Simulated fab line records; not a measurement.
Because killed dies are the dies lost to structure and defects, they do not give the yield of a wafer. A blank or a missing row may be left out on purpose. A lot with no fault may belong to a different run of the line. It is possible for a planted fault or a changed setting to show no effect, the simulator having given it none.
fab line records | flow n5Finfet
[record] lots = 4 wafers = 12 lastDay = 17
route steps=1938 shown BEOL_M0@746 BEOL_M1@751 BEOL_M4@1111 PASSIVATION@1936
lots that met no fault: taken from a fault-free run of the same line
startH: the number of hours between the record's first day and the start of the first shown wafer of the lot | waitH: hours since the lot's step before | " identical to the entry in the row above | L1.1+2: a row that stands for several wafers | - no value, or no start given | * or withheld: withheld | < > ~ a bound
route shown NAME@n: a module of which the file shows steps, and the number in the route of the first | usual: mean/standard deviation taken from wafers without a fault | same: alike in all rows | chamber/n: place in a boat | sites: the reading at each site | _std_site: the values' standard deviation | _edge_site: the outer-site mean with the inner-site mean subtracted | radiusMm: for every site, how far away it sits from the centre of the wafer | mask NAME#n: copy n | behind: the most recent tool/chamber to have shaped the wafer | hold: reason for holding the lot/hours on hold/outcome of the hold | device: the n, p or np transistor that did not switch | end of line: tests run on the same wafers once the route is complete | where a step has no rows: the recipe by itself | killed: at the first sort, the dies lost to defects and structure; wafer yield is something else | map: shows each die of a wafer: x if killed, . if not, _ if none is there
set.NAME: the setting that was run; set.NAME@STEP: the one run at that earlier step | model.NAME: the simulator's own value behind a step, which no gauge read
a table for each step, a row for each wafer; lots at some steps of the route
services: the hour from which a tool's chamber was out of use, counted from the record's first day as startH (under 0 if before that day), plus the number of hours and why
[[steps]]
[step N5_BEOL_M0_CO_CAP_123]
[recipe] material = Co targetThkA = 20 tempC = 200 precursor = CCTBA/H2 pressureTorr = 30 timeS = 102.1
[step N5_BEOL_M0_PRE_CLEAN_124]
[recipe] gas = NH3 timeS = 15 tempC = withheld rfPowerW = 300
[step N5_BEOL_M0_DEP_125]
[recipe] material = SiCN targetThkA = 80 tempC = withheld precursor = 3MS/NH3 pressureTorr = 3 rfW = 202 timeS = 14
[step N5_BEOL_M1_ILD_DEP_00]
[recipe] material = SiOC targetThkA = 790 tempC = 350 precursor = DEMS/O2 pressureTorr = 5 rfW = 500 timeS = 15.3
[step N5_BEOL_M1_PECVD_72]
[recipe] material = SiO2 targetThkA = 160 tempC = 400 precursor = TEOS/O2 pressureTorr = 5.5 rfW = 450 teosFlowSccm = 53.8 gas = O2 flowSccm = 3000 timeS = 18
[step N5_BEOL_M1_HM_DEP_02]
[recipe] material = TiN targetThkA = 200 tempC = 25 chamberPressurePa = 0.49996
[step N5_BEOL_M1_COAT_61]
[recipe] resist = SOC tempC = 250 timeS = 60 spinRpm = 1500 resistThkNm = 60
[step N5_BEOL_M1_COAT_62]
[recipe] resist = SiARC tempC = 220 timeS = 60 spinRpm = 1500 resistThkNm = 12
[step N5_BEOL_M1_COAT_73]
[recipe] resist = underlayer tempC = 205 timeS = 60 spinRpm = 1500 resistThkNm = 5
[step N5_BEOL_M1_COAT_05]
[recipe] resist = CAR-EUV spinRpm = 1500 resistThkNm = 30
[usual] exhaustPa = 44.9/0.97 spinSpeedRpm = 1500.0/1.1
// columns lot.wafer tool chamber startH waitH exhaustPa spinSpeedRpm model.CAR-EUV_of_BEOL_M1_COAT_05.thkNm
L678.2 lithoTrack-02 0 167.14 - 46.0 1544.6 29.4
L678.4 " 0 " " 45.9 1547.5 29.4
L678.6 " 0 " " 45.2 1545.3 29.4
L683.2 lithoTrack-02 0 194.51 - 44.3 1543.2 29.6
L683.3 " 0 " " 44.7 1544.5 29.6
L683.6 " 0 " " 45.3 1545.6 29.6
L690.3 lithoTrack-04 0 229.24 - 43.9 1501.1 30
L690.4 " 0 " " 44.9 1500.0 30
L690.6 " 0 " " 45.6 1498.6 30
L693.4 lithoTrack-02 0 253.21 - 44.7 1500.1 30
L693.5 " 0 " " 43.0 1499.0 30.2
L693.6 " 0 " " 43.9 1499.8 30
[step N5_BEOL_M1_EBR_07]
[recipe] solvent = PGMEA ebrWidthMm = 1.5
[step N5_BEOL_M1_SOFTBAKE_06]
[recipe] tempC = 110 timeS = 60 resist = CAR-EUV
[step N5_BEOL_M1_EXPOSE_08]
[recipe] maskId = M1 na = 0.33 sourceShape = dipole sigmaInner = 0.369 sigmaOuter = 0.767 polarization = unpolarized doseMj = 33
[step N5_BEOL_M1_PEB_09]
[recipe] pebTempC = 100 pebTimeS = 60 resist = CAR-EUV
[step N5_BEOL_M1_DEVELOP_10]
[recipe] developTimeS = 30 developer = TMAH resist = CAR-EUV rinseLiquid = surfactantRinse dry = airSpin devTempC = 23
[step N5_BEOL_M1_DESCUM_16]
[recipe] chemistry = O2 timeS = 7 sourcePowerW = 50 biasPowerW = 20 pressureMtorr = 20 rfFrequencyHz = 2.712e+07 tempC = 40 resist = CAR-EUV o2FlowSccm = 225
[step N5_BEOL_M1_ETCH_74]
[recipe] chemistry = N2/H2 target = underlayer targetDepthA = 65 maskMaterial = CAR-EUV timeS = 5.2 ionEnergyEv = 200 pressureMtorr = 30 sourceW = 840 biasW = 150 n2FlowSccm = 200 h2FlowSccm = 200 ends = cleared
[step N5_BEOL_M1_ETCH_63]
[recipe] chemistry = CF4 target = SiARC targetDepthA = 156 maskMaterial = CAR-EUV timeS = 26 ionEnergyEv = 80 pressureMtorr = 40 sourceW = 545 biasW = 36 Ar_flow_sccm = 100 cf4FlowSccm = 100 ends = cleared
[usual] biasW = 35.98/0.11 drypumpMotorCurrentA = 5.7/0.4 etchRfOnTimeS = 25.8/0.61 oesProductAu = 0.67/0.079 rfVppV = 184.1/1.2 showerheadPlenumPTorr = 2.14/0.063 throttleValvePct = 15.60/0.26
// columns lot.wafer tool chamber startH waitH biasW drypumpMotorCurrentA etchRfOnTimeS oesProductAu rfHoursCounterH rfVppV showerheadPlenumPTorr throttleValvePct model.CAR-EUV_of_BEOL_M1_COAT_05.thkNm
L678.2 rieDiel-02 0 167.74 0.0 36.11 5.9 25.7 0.60 228 182.7 2.03 16.13 10.6
L678.4 " 1 " " 35.99 5.2 25.9 0.65 155 182.5 2.05 15.28 10.4
L678.6 " 1 " " 35.99 5.2 25.9 0.65 - 182.4 2.05 15.29 10.6
L683.2 rieDiel-06 3 195.10 0.0 35.90 5.5 24.6 0.76 40 185.3 2.17 15.32 10.8
L683.3 " 2 " " 35.81 5.2 25.7 0.61 196 184.0 2.22 15.91 10.8
L683.6 " 3 " " 35.90 5.5 24.7 0.75 - 184.7 2.17 15.33 10.8
L690.3 rieDiel-06 3 229.82 0.0 35.98 5.5 25.0 0.74 53 185.3 2.17 15.34 11
L690.4 " 1 " " 36.02 5.5 25.4 0.86 1 184.3 2.10 15.13 11
L690.6 " 1 " " 36.05 5.5 25.6 0.85 - 183.0 2.10 15.14 11.2
L693.4 rieDiel-01 2 253.67 0.0 35.98 5.6 25.8 0.61 203 184.8 2.13 15.49 11.2
L693.5 " 1 " " 35.87 6.5 26.7 0.72 - 184.1 2.10 15.45 11.4
L693.6 " 0 " " 36.00 5.4 25.9 0.67 - 185.1 2.16 15.89 11.2
[step N5_BEOL_M1_ETCH_64]
[recipe] chemistry = N2/H2 target = SOC targetDepthA = 750 overetchA = 150 maskMaterial = SiARC tempC = 40 timeS = 112.5 ionEnergyEv = 200 pressureMtorr = 30 sourceW = 840 biasW = 150 n2FlowSccm = 200 h2FlowSccm = 200
[step N5_BEOL_M4_RC_MEAS_101]
[usual] DIBL_N = 36.5/1.8 DIBL_P = 36.5/2.1 IOFF_N = 0.17/0.031 IOFF_P = 0.22/0.036 ION_N = 677/11 ION_P = 463/8 SS_N = 71.6/0.61 SS_P = 73.3/0.63 VT_N = 249/3.1 VT_P = -250/3.3
// columns lot.wafer tool chamber startH waitH DIBL_N[mV/V] DIBL_P[mV/V] IOFF_N[nA/um] IOFF_P[nA/um] ION_N[uA/um] ION_P[uA/um] SS_N[mV/dec] SS_P[mV/dec] VT_N[mV] VT_P[mV]
L678.2 prober-01 0 212.12 0.2 37.0 37.4 0.18 0.23 691 471 71.1 73.8 246 -248
L678.4 " 0 " " 36.4 35.4 0.15 0.19 671 461 71.6 72.8 251 -252
L678.6 " 0 " " 38.8 38.7 0.21 0.25 692 466 71.7 74.3 244 -247
L683.2 prober-01 0 243.56 0.2 34.8 32.6 0.13 0.19 643 445 71.8 71.8 253 -253
L683.3 " 0 " " 37.3 36.7 0.19 0.25 686 467 72.4 73.6 246 -248
L683.6 " 0 " " 36.0 34.3 0.15 0.21 669 458 71.9 73.1 251 -251
L690.3 prober-02 0 274.69 0.3 35.1 35.4 0.16 0.24 679 476 71.7 71.9 248 -245
L690.4 " 0 " " 36.8 37.8 0.19 0.28 698 484 71.9 73.7 244 -242
L690.6 " 0 " " 38.2 40.1 0.24 0.35 709 494 72.1 73.6 243 -240
L693.4 prober-02 0 313.24 0.5 37.9 38.7 0.20 0.28 678 472 71.8 73.9 244 -245
L693.5 " 0 " " 37.9 38.7 0.21 0.28 685 470 71.8 73.9 245 -244
L693.6 " 0 " " 39.4 40.0 0.22 0.30 688 477 72.4 74.3 244 -244
[step N5_PASSIVATION_PROBE_49]
[usual] defectLimitedYield = 91.4/1.5 killed_at_M0_to_M3 = 35/11 killed_at_M4_up = 16/7 killedAtContacts = 11/5.3 killedAtFrontEnd = 37/11 killedAtOther = 3.1/2.8 killedDies = 102/18 killedOpen = 69/15 killedShort = 31/7.8 sort_bin_5_function = 5.1/1.1 sort_bin_6_memory = 3.2/0.69 sort_bin_8_speed = 0.00/0.016 sortNPass = 1078/18 sortYieldPct = 91.4/1.5
[same] grossDies = 1180 killedAtBackSide = 0 sort_bin_4_leakage[%] = 0
// columns lot.wafer tool chamber startH waitH defectLimitedYield[%] killed_at_M0_to_M3 killed_at_M4_up killedAtContacts killedAtFrontEnd killedAtOther killedDies killedOpen killedShort sort_bin_5_function[%] sort_bin_6_memory[%] sort_bin_8_speed[%] sortNPass sortYieldPct[%]
L690.3 prober-02 - 382.52 0.1 91.2 34 7 20 43 0 104 73 30 5.7 3.1 0 1076 91.2
L690.4 prober-02 - 382.57 0.2 89.7 36 27 19 40 0 122 85 34 5.3 4.5 0 1058 89.7
L690.6 prober-02 - 382.67 0.3 90.5 34 27 10 41 0 112 88 17 5.4 3.6 0 1068 90.5
// killed by level:class
L690.3 MOL_CONTACT_COAG:geometricParticle:open=18 STI_FIN_REVEAL:geometricParticle:open=15 BEOL_M0_SAQP:geometricParticle:short=10 BEOL_M3:geometricParticle:open=10 BEOL_M1:geometricParticle:open=7 STI_FIN_REVEAL:geometricParticle:short=4 ILD0:geometricParticle:short=4 GATE_CUT:geometricParticle:open=4
L690.4 BEOL_M4:geometricParticle:open=17 MOL_CONTACT_COAG:geometricParticle:open=15 STI_FIN_REVEAL:geometricParticle:open=13 BEOL_M2:geometricParticle:open=8 BEOL_M3:geometricParticle:open=6 BEOL_M0_SAQP:geometricParticle:open=5 BEOL_M1:geometricParticle:open=5 FIN_SAQP:geometricParticle:open=4
L690.6 STI_FIN_REVEAL:geometricParticle:open=13 BEOL_M4:geometricParticle:open=13 MOL_CONTACT_COAG:geometricParticle:open=9 BEOL_M5:geometricParticle:open=8 DUMMY_GATE:geometricParticle:open=7 BEOL_M0_SAQP:geometricParticle:open=7 BEOL_M2:geometricParticle:open=7 BEOL_M1:geometricParticle:open=7
[[services]]
// columns tool chamber startH hours kind
rieDiel-06 2 162.47 4.1 repair
rieDiel-01 - 165.45 15.6 pm
rieDiel-06 0 175.79 - clean
rieDiel-06 0 175.79 - consumableReplace:focusRing
rieDiel-06 0 175.79 25.3 scheduledDown
rieDiel-06 0 175.79 25.3 ventCycle
rieDiel-06 1 206.38 - clean
rieDiel-06 1 206.38 - consumableReplace:focusRing
rieDiel-06 1 206.38 20.7 scheduledDown
rieDiel-06 1 206.38 20.7 ventCycle
rieDiel-02 0 230.12 - clean
rieDiel-02 0 230.12 - consumableReplace:focusRing
rieDiel-02 0 230.12 - consumableReplace:showerhead
rieDiel-02 0 230.12 22.2 scheduledDown
rieDiel-02 0 230.12 22.2 ventCycle
rieDiel-06 1 250.77 15.2 repair
[[key]]
[firstSign] step = N5_BEOL_M1_COAT_05 reading = spinSpeedRpm direction = up sigmas = 41 usual = * struck = *
effect none on later readings
[modelEffect] step = N5_BEOL_M1_COAT_05 value = CAR-EUV_of_BEOL_M1_COAT_05.thkNm without = 29.9 struck = 29.5
[modelEffect] step = N5_BEOL_M1_ETCH_63 value = CAR-EUV_of_BEOL_M1_COAT_05.thkNm without = 11.1 struck = 10.67
metAt N5_BEOL_M1_COAT_05
struckWafers L678.2,L678.4,L678.6,L683.2,L683.3,L683.6
[fault] kind = processParameterDrift tool = lithoTrack-02 chamber = - onsetH = 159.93 steps = N5_BEOL_M1_COAT_05 channel = spinRpm offset = * shape = step endH = 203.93 actsIn = * stated = *
